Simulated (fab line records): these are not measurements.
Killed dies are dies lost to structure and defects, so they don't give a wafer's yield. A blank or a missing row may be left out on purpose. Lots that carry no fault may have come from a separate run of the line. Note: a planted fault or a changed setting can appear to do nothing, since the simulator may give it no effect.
A single fault, viewed from 2 desks | flow nand-harc | numbers are kept per desk, each desk with only its own; the story behind them comes last

## DESK OF THE TOOL OWNER: ald-hk-02
The tool's own readings at NHARC_A_WL_FILL_ALD_10 (deposits SiO2, target thk 50 nm, pulse time 10 s, ald cycles 500): means of the sampled wafers that have a number, for each lot that ran on this tool. Marked OUT: a lot whose mean sits more than 4 standard deviations from the usual mean, which makes it out of limits; the brackets give that distance.
Columns: A = heater-power-outer-w at NHARC_A_WL_FILL_ALD_10, usual 266 W; B = heater-power-w at NHARC_A_WL_FILL_ALD_10, usual 478 W; C = precursor-pulse-height-rel at NHARC_A_WL_FILL_ALD_10, usual 1.001; D = susceptor-temp-C at NHARC_A_WL_FILL_ALD_10, usual 300.00 C
lot  | first seen here | A   | B   | C     | D
L459 | day 15 22:48    | 258 | 466 | 1.007 | 300.15
L463 | day 16 03:14    | 267 | 475 | 1.007 | 299.76
L466 | day 17 16:37    | 279 | 494 | 1.000 | 299.95
L468 | day 17 21:31    | 274 | 487 | 0.980 | 300.16
L473 | day 19 05:43    | 261 | 469 | 0.991 | 302.94 (+16) OUT
Finding of this desk: L473 out of limits; the first was L473 at day 19 05:43, on susceptor-temp-C at NHARC_A_WL_FILL_ALD_10. In limits: L459, L463, L466, L468.

## AT THE METROLOGY DESK
Means of the sampled wafers that have a number, per lot and without regard to the tool the lot ran on: this is what the gauges read. Marked OUT: a lot whose mean sits more than 4 standard deviations from the usual mean, which makes it out of limits; the brackets give that distance.
Columns: A = cd-nm at NHARC_A_SLIT_CD_MEAS_21, usual 289.5 nm
lot  | first seen here | A
L458 | day 14 03:32    | 289.7
L459 | day 15 00:35    | 290.8
L460 | day 15 00:52    | 288.0
L461 | day 15 02:14    | 286.8
L464 | day 15 09:46    | 289.2
L463 | day 15 09:56    | 289.0
L462 | day 15 11:26    | 289.7
L466 | day 16 14:19    | 289.6
L465 | day 16 15:55    | 289.2
L468 | day 17 01:43    | 289.9
L467 | day 17 02:13    | 291.3
L473 | day 18 04:25    | 288.8
This desk found nothing out of limits on any of the 12 lots.

## ALL TOGETHER
The tool owner's desk could have raised an alarm at day 19 05:43, on L473.
Nothing out of limits was seen by the metrology desk.
The metrology desk holds a record of L473, inside its limits.
Every lot named ran NHARC_A_WL_FILL_ALD_10 on ald-hk-02.

## WHAT WAS PUT IN BY THE SIMULATOR
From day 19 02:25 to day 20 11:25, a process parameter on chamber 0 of ald-hk-02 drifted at NHARC_A_WL_FILL_ALD_10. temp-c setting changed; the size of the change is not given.
Shown lots that were struck: L473.
How many hours passed from the start of the fault until each desk's first out-of-limits reading: the tool owner's desk, 3.
